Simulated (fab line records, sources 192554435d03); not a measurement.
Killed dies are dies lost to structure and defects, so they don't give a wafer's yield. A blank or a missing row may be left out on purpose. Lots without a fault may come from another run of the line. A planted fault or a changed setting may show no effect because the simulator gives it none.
Problem report in the 8D (eight disciplines) form, filled by code | flow n5_finfet | the parts of the form that need people (team, actions taken, sign-off) are left out

1. THE PROBLEM
CJ_P at N5_BEOL_M4_RC_MEAS_101 reads a mean of 2.97 on 6 wafers of 2 lots; wafers without a fault read 5.82 with a standard deviation of 0.2. That is -14 standard deviations from the usual mean.
First seen on wafer L881.1, day 9 22:11, on prober-01. The record holds 30 wafers of 10 lots with a number at this step. Rule for "out", or "out of limits": more than 4 standard deviations from the usual mean. The other wafers with a number count as sound.

2. WHAT IT IS AND WHAT IT IS NOT
question                    | is                     | is not
which readings at this step | CJ_P                   | DIBL_N, IOFF_N, ION_N, SS_N, VT_N
which lots                  | L881, L883             | L874, L876, L877, L893, L894, L895, L896, L897
which wafers of those lots  | all that have a number | -
read on which gauges        | prober-01              | prober-02
when                        | from day 9 22:11       | up to then (9 sound wafers); but 15 sound wafers of L893, L894, L895, L896, L897 came after

3. SUSPECTS, AND WHAT RULES EACH OUT
Counting: a tool at a process step up to the reading stays a suspect if it ran every lot that is out and no sound lot after the first of them.
- the gauge at N5_BEOL_M4_RC_MEAS_101: ruled out. All the wafers that are out were read on prober-01, but those of them that N5_WELL_APT_IMPLANT_15 has rows for are out there too, on other tools.
- rie_si-03 at N5_ZERO_LAYER_ETCH_18 (etches Si in HBr/Cl2, target depth 120 nm, time 40 s): ruled out as a lasting fault. Sound lots L895, L897 ran on it after its first lot that is out, L881 (day 3 06:55).
- implanter-01 at N5_WELL_APT_IMPLANT_15: ruled out as a lasting fault. Sound lots L893, L894, L895, L896, L897 ran on it after its first lot that is out, L881 (day 3 08:10).
Left after counting: nothing in the record.

4. THE CAUSE (what the simulator had put in)
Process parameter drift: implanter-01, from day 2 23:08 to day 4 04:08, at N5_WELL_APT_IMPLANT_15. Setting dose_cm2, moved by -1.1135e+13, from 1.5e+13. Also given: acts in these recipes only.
Counting ruled it out, wrongly: the rule takes a fault to strike every lot that its tool runs from its start on, and this one did not.

5. THE CHAIN OF EFFECTS, in route order
Each row: a reading whose mean over the struck wafers that have a number lies more than 3 standard deviations from the usual. Only readings for which the record gives a usual standard deviation are gone through. hours: the time from each lot's start at the first step in this table that gives one to its start at this step, as a median over the lots. sigmas: the change in usual standard deviations.
hours | step                   | reading            | usual      | on struck wafers | change      | sigmas
0     | N5_WELL_APT_IMPLANT_15 | dose_ions_cm2      | 1.4999e+13 | 3.8652e+12       | -1.1134e+13 | -99 or more
0     | N5_WELL_APT_IMPLANT_15 | faraday_current_uA | 191        | 49               | -142        | -35
154   | N5_BEOL_M4_RC_MEAS_101 | CJ_P               | 5.82       | 2.97             | -2.85       | -14
The process steps in it:
- N5_WELL_APT_IMPLANT_15

6. WHAT WOULD HAVE CAUGHT IT SOONER
In this record the first reading out of limits at a measuring or inspecting step was taken at day 9 22:11, 167 hours after the fault began at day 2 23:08.
The tool's own readings at N5_WELL_APT_IMPLANT_15 were out on every struck wafer that the step has a row for (dose_ions_cm2, faraday_current_uA): an alarm limit on them would have fired on the first of those.
